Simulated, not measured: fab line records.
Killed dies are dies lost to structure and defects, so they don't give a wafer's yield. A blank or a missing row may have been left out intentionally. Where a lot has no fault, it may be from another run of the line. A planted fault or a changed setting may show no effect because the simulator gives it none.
Split-lot trial :: flow n5_finfet :: 21 wafers read from 7 lots, route of 1938 steps

## ON THE SPLIT
At N5_BEOL_M11_EXPOSE_08 (exposes mask M11), the setting dose_mj was moved away from the recipe's 53.75 on 10 of the 21 wafers read, by -4.6% to +6.6%. The other wafers ran this setting at the recipe's value.

## FROM THE SPLIT TO THE READING: what the file shows between them, 5 steps
- N5_BEOL_M11_PEB_09: peb time 60 s
- N5_BEOL_M11_DEVELOP_10: develop time 30 s
- N5_BEOL_M11_CD_MEAS_11: target cd 64.1 nm
- N5_BEOL_M11_HM_OPEN_17: chemistry Cl2/BCl3, target TiN, target depth 20 nm, overetch 6 nm
- N5_BEOL_M11_STRIP_19: strips in O2

## THE READING
cd_nm, in nm, at N5_BEOL_M11_CD_MEAS_18 (pitch 140 nm, target cd 70 nm). On this fab line, fault-free wafers typically give 69.8 nm with a standard deviation of 0.8 nm.

wafer: L074.1
tool, chamber at the split: arfi_scanner-02, 0
dose_mj as run: 53.75
against the recipe: recipe
cd_nm, nm: 70.3
against lot-mates on the recipe: -

wafer: L074.4
tool, chamber at the split: arfi_scanner-02, 0
dose_mj as run: 52.38
against the recipe: -2.5%
cd_nm, nm: 66.7
against lot-mates on the recipe: -3.6

wafer: L074.5
tool, chamber at the split: arfi_scanner-02, 0
dose_mj as run: 52.38
against the recipe: -2.5%
cd_nm, nm: 68.4
against lot-mates on the recipe: -1.9

wafer: L077.2
tool, chamber at the split: arfi_scanner-02, 0
dose_mj as run: 53.75
against the recipe: recipe
cd_nm, nm: 70.0
against lot-mates on the recipe: -

wafer: L077.3
tool, chamber at the split: arfi_scanner-02, 0
dose_mj as run: 53.75
against the recipe: recipe
cd_nm, nm: 70.7
against lot-mates on the recipe: -

wafer: L077.4
tool, chamber at the split: arfi_scanner-02, 0
dose_mj as run: 53.75
against the recipe: recipe
cd_nm, nm: 69.7
against lot-mates on the recipe: -

wafer: L085.1
tool, chamber at the split: arfi_scanner-03, 0
dose_mj as run: 53.75
against the recipe: recipe
cd_nm, nm: 69.6
against lot-mates on the recipe: -

wafer: L085.2
tool, chamber at the split: arfi_scanner-03, 0
dose_mj as run: 53.75
against the recipe: recipe
cd_nm, nm: 70.3
against lot-mates on the recipe: -

wafer: L085.4
tool, chamber at the split: arfi_scanner-03, 0
dose_mj as run: 53.75
against the recipe: recipe
cd_nm, nm: 70.5
against lot-mates on the recipe: -

wafer: L084.1
tool, chamber at the split: arfi_scanner-02, 0
dose_mj as run: 51.26
against the recipe: -4.6%
cd_nm, nm: 68.2
against lot-mates on the recipe: -1.8

wafer: L084.2
tool, chamber at the split: arfi_scanner-02, 0
dose_mj as run: 53.75
against the recipe: recipe
cd_nm, nm: 70.0
against lot-mates on the recipe: -

wafer: L084.5
tool, chamber at the split: arfi_scanner-02, 0
dose_mj as run: 51.26
against the recipe: -4.6%
cd_nm, nm: 67.4
against lot-mates on the recipe: -2.6

wafer: L086.1
tool, chamber at the split: arfi_scanner-03, 0
dose_mj as run: 53.75
against the recipe: recipe
cd_nm, nm: 70.2
against lot-mates on the recipe: -

wafer: L086.3
tool, chamber at the split: arfi_scanner-03, 0
dose_mj as run: 53.75
against the recipe: recipe
cd_nm, nm: 69.4
against lot-mates on the recipe: -

wafer: L086.6
tool, chamber at the split: arfi_scanner-03, 0
dose_mj as run: 51.7
against the recipe: -3.8%
cd_nm, nm: 66.8
against lot-mates on the recipe: -3.0

wafer: L087.1
tool, chamber at the split: arfi_scanner-02, 0
dose_mj as run: 56.26
against the recipe: +4.7%
cd_nm, nm: 71.2
against lot-mates on the recipe: +2.8

wafer: L087.2
tool, chamber at the split: arfi_scanner-02, 0
dose_mj as run: 53.75
against the recipe: recipe
cd_nm, nm: 68.4
against lot-mates on the recipe: -

wafer: L087.5
tool, chamber at the split: arfi_scanner-02, 0
dose_mj as run: 56.26
against the recipe: +4.7%
cd_nm, nm: 72.2
against lot-mates on the recipe: +3.8

wafer: L093.3
tool, chamber at the split: arfi_scanner-03, 0
dose_mj as run: 57.32
against the recipe: +6.6%
cd_nm, nm: 73.9
against lot-mates on the recipe: no lot-mate on the recipe

wafer: L093.4
tool, chamber at the split: arfi_scanner-03, 0
dose_mj as run: 57.32
against the recipe: +6.6%
cd_nm, nm: 74.9
against lot-mates on the recipe: no lot-mate on the recipe

wafer: L093.6
tool, chamber at the split: arfi_scanner-03, 0
dose_mj as run: 57.32
against the recipe: +6.6%
cd_nm, nm: 73.9
against lot-mates on the recipe: no lot-mate on the recipe

FIT RESULTS
A straight line over all 21 wafers: cd_nm changes by +0.598 nm for each +1% of dose_mj; r = +0.94; the points scatter about the line by 0.8 nm.
The same after taking each lot's own level away (the mean of its wafers on the recipe; 18 wafers): +0.67 nm for each +1%; r = +0.93; scatter 0.69 nm.
On that fit, the largest move of dose_mj shifts the reading by 4.5 nm.
Measured against the standard deviation above, the lots' own levels, which go from 68.40 to 70.30 nm, span 2.4 times it.
Hence the slope depends on the lot-to-lot level, as the two fits are not the same.
Check: with one of the wafers moved furthest among these (+4.7%) left out of the fit, the line predicts +3.24 nm for it against its lot-mates. It came out at +2.8 nm against them.

## FURTHER SPLITS ON THESE WAFERS
Note: prior to the reading, these wafers also went through further splits. Each is held against what the fit with the lots' levels taken away leaves over:
other split on the same wafers: N5_BEOL_M5_ETCH_41 source_w
wafers away from the commonest value: 11
r with cd_nm (lot level and that fit taken away): -0.22

other split on the same wafers: N5_BEOL_M6_PECVD_70 time_s
wafers away from the commonest value: 6
r with cd_nm (lot level and that fit taken away): +0.08

other split on the same wafers: N5_BEOL_M6_EXPOSE_08 dose_mj
wafers away from the commonest value: 3
r with cd_nm (lot level and that fit taken away): +0.01

other split on the same wafers: N5_BEOL_M7_PECVD_70 temp_c
wafers away from the commonest value: 6
r with cd_nm (lot level and that fit taken away): -0.18

other split on the same wafers: N5_BEOL_M8_PECVD_70 temp_c
wafers away from the commonest value: 9
r with cd_nm (lot level and that fit taken away): +0.13

other split on the same wafers: N5_BEOL_M8_COAT_05 spin_rpm
wafers away from the commonest value: 7
r with cd_nm (lot level and that fit taken away): -0.15

## THE WHOLE CHAIN: every reading that the file lists as answering this split, in the file's order
step: N5_BEOL_M11_CD_MEAS_11
what it does: target cd 64.1 nm
reading: cd_nm
change (the file's fit): +0.713 nm for each +1% of the setting
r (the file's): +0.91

step: N5_BEOL_M11_CD_MEAS_18
what it does: pitch 140 nm, target cd 70 nm
reading: cd_nm
change (the file's fit): +0.682 nm for each +1% of the setting
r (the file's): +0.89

## THE FILE'S OWN FIT
cd_nm changes by +0.682 nm for each +1% of dose_mj, r = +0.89.
